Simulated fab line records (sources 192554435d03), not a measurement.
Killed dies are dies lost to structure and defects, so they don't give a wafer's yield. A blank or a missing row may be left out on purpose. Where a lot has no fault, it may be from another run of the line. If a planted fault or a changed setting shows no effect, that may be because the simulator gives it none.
3 desks, one fault / flow n5 finfet / each desk holds nothing but its own numbers, with what lay behind them at the end
Where a reading is given only as a bound, like >300, the bound stands for it, and a mean or a difference that rests on one is marked > or <: the true number lies beyond.

## METROLOGY DESK
Means of the sampled wafers that have a number, per lot and without regard to the tool the lot ran on: this is what the gauges read. The brackets show how far a lot's mean lies from the usual mean; more than 4 standard deviations puts the lot out of limits, marked OUT. Of its 10 readings 7 are shown: those that lie furthest out on some lot.
Columns: A = DIBL_N at N5_BEOL_M4_RC_MEAS_101, usual 36.0 mV/V; B = DIBL_P at N5_BEOL_M4_RC_MEAS_101, usual 36.7 mV/V; C = IOFF_N at N5_BEOL_M4_RC_MEAS_101, usual 0.16 nA/um; D = IOFF_P at N5_BEOL_M4_RC_MEAS_101, usual 0.21 nA/um; E = SS_N at N5_BEOL_M4_RC_MEAS_101, usual 71.5 mV/dec; F = VT_N at N5_BEOL_M4_RC_MEAS_101, usual 250 mV; G = VT_P at N5_BEOL_M4_RC_MEAS_101, usual -251 mV
lot=L575; first seen here=day 7 17:22; A=32.3; B=33.6; C=0.13; D=0.18; E=71.0; F=253; G=-253
lot=L581; first seen here=day 9 07:55; A=36.4; B=38.8; C=0.17; D=0.26; E=71.1; F=249; G=-246
lot=L582; first seen here=day 9 20:40; A=32.7; B=35.6; C=0.15; D=0.19; E=71.9; F=251; G=-252
lot=L594; first seen here=day 13 00:16; A=35.6; B=37.0; C=0.15; D=0.19; E=71.6; F=253; G=-254
lot=L593; first seen here=day 13 08:08; A=31.3; B=32.9; C=0.11; D=0.15; E=70.4; F=255; G=-255
lot=L595; first seen here=day 13 08:08; A=34.9; B=35.6; C=0.16; D=0.22; E=71.4; F=249; G=-249
lot=L596; first seen here=day 13 17:27; A=36.7; B=37.9; C=0.18; D=0.24; E=71.6; F=247; G=-247
lot=L597; first seen here=day 14 07:53; A=35.8; B=38.0; C=0.16; D=0.22; E=71.2; F=247; G=-250
lot=L598; first seen here=day 14 13:20; A=36.0; B=37.0; C=0.15; D=0.17; E=71.3; F=252; G=-256
Finding of this desk: none of the 9 lots has anything out of limits.

## THE DEFECT DESK
What the inspections along the route counted, lot by lot: means of the sampled wafers that have a number. The brackets show how far a lot's mean lies from the usual mean; more than 4 standard deviations puts the lot out of limits, marked OUT.
Columns: A = raw defect count at N5_MOL_CONTACT_COAG_INSPECT_97, usual 41; B = raw defect count at N5_BEOL_M0_SAQP_INSPECT_16, usual 489; C = raw defect count at N5_BEOL_M0_SAQP_INSPECT_42, usual 299; D = raw defect count at N5_BEOL_M0_CUTY_INSPECT_59, usual 2.2
lot=L575; first seen here=day 5 10:10; A=34; B=333; C=242; D=2.7
lot=L581; first seen here=day 6 22:47; A=36; B=1267 (+6.0) OUT; C=964 (+7.6) OUT; D=>300 (+99 or more) OUT
lot=L582; first seen here=day 7 05:07; A=32; B=1077 (+4.5) OUT; C=823 (+6.0) OUT; D=>300 (+99 or more) OUT
lot=L593; first seen here=day 9 23:05; A=57; B=549; C=387; D=1.3
lot=L594; first seen here=day 10 03:46; A=41; B=395; C=270; D=0.7
lot=L595; first seen here=day 10 09:59; A=52; B=484; C=194; D=1.3
lot=L596; first seen here=day 10 16:59; A=22; B=434; C=369; D=1.3
lot=L597; first seen here=day 11 01:58; A=36; B=617; C=328; D=2.0
lot=L598; first seen here=day 11 07:25; A=57; B=509; C=313; D=2.0
This desk's finding: out of limits on L581, L582; first on L581, day 7 01:17 (raw defect count at N5_BEOL_M0_SAQP_INSPECT_16). L575, L593, L594, L595, L596, L597, L598: within limits.

## AT THE TOOL OWNER'S DESK: pecvd-03
The tool's own readings at N5_BEOL_M0_SAQP_PECVD_03 (deposits SiCN from 3MS/NH3, target thk 12 nm, time 21.1 s): means of the sampled wafers that have a number, for each lot that ran on this tool. The brackets show how far a lot's mean lies from the usual mean; more than 4 standard deviations puts the lot out of limits, marked OUT.
Columns: A = chamber pressure Torr at N5_BEOL_M0_SAQP_PECVD_03, usual 3.000 Torr; B = showerhead plenum p Torr at N5_BEOL_M0_SAQP_PECVD_03, usual 3.664 Torr; C = throttle valve pct at N5_BEOL_M0_SAQP_PECVD_03, usual 9.04 %
lot=L575; first seen here=day 5 10:52; A=3.005; B=3.670; C=9.02
lot=L581; first seen here=day 7 00:31; A=2.994; B=3.675; C=9.10
lot=L582; first seen here=day 7 06:59; A=2.996; B=3.674; C=8.90
lot=L593; first seen here=day 10 00:36; A=3.005; B=3.671; C=8.89
lot=L594; first seen here=day 10 04:56; A=3.001; B=3.669; C=9.05
lot=L596; first seen here=day 10 18:55; A=3.001; B=3.667; C=8.94
lot=L597; first seen here=day 11 03:10; A=3.001; B=3.677; C=8.97
Finding of this desk: none of the 7 lots has anything out of limits.

## PUT TOGETHER
The defect desk could have raised an alarm at day 7 01:17, on L581, L582.
Nothing out of limits was seen by the metrology desk.
The desk of the tool owner found nothing out of limits.
The metrology desk has L581, L582 on record, within its limits.
The tool owner's desk has L581, L582 on record, within its limits.
All the named lots went through N5_BEOL_M0_SAQP_PECVD_03 on pecvd-03.

## WHAT WAS PUT IN BY THE SIMULATOR
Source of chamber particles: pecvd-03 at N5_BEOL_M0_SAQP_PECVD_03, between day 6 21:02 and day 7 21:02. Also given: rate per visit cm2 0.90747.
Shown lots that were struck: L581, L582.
Hours from the fault's start to each desk's first reading out of limits: the defect desk, 4.
